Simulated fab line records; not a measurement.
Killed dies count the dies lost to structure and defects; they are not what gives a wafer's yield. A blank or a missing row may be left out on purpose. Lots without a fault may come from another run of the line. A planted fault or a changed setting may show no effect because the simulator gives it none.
Chamber matching | flow nand harc | ald metal-01 running NHARC_A_CONTACT_ALD_18: 4 sister chambers
The step deposits TiN, target thk 3 nm, pulse time 1 s, ald cycles 150. 4 wafers are shown with their chamber, then 8 later ones without.

WAFERS, EACH WITH ITS CHAMBER
wafer  | chamber | heater power w (W)
L077.1 | 3       | 1006
L081.2 | 1       | 1083
L081.4 | 0       | 1300
L087.1 | 2       | 1194

WAFERS WITHOUT THEIR CHAMBER
wafer  | heater power w (W)
L087.2 | 1044
L087.4 | 1337
L087.3 | 1077
L087.5 | 1006
L087.6 | 1299
L084.2 | 1321
L084.4 | 1212
L084.6 | 1338

THE CHAMBER EACH PASSED THROUGH
wafer  | from the rows above     | in truth
L087.2 | can't be placed: 3 or 1 | 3
L087.4 | 0                       | 0
L087.3 | 1                       | 1
L087.5 | 3                       | 3
L087.6 | 0                       | 0
L084.2 | 0                       | 0
L084.4 | 2                       | 2
L084.6 | 0                       | 0
Placed correctly: 7 of 8. Not placeable from these rows: 1 (in 1, the candidates include the true chamber). Number placed wrongly: 0.
How it was worked out, from the rows above alone: a wafer's distance from a chamber is the root of the sum, over the readings, of the square of ((its reading less the chamber's mean) divided by the reading's scatter). The wafer belongs to the nearest chamber; if the next one is less than 2 further off, it can't be placed. The mean given for a chamber averages the wafers shown for that chamber. The scatter: root of mean squared gap, hidden wafer to nearest shown wafer, with one shown wafer a chamber.
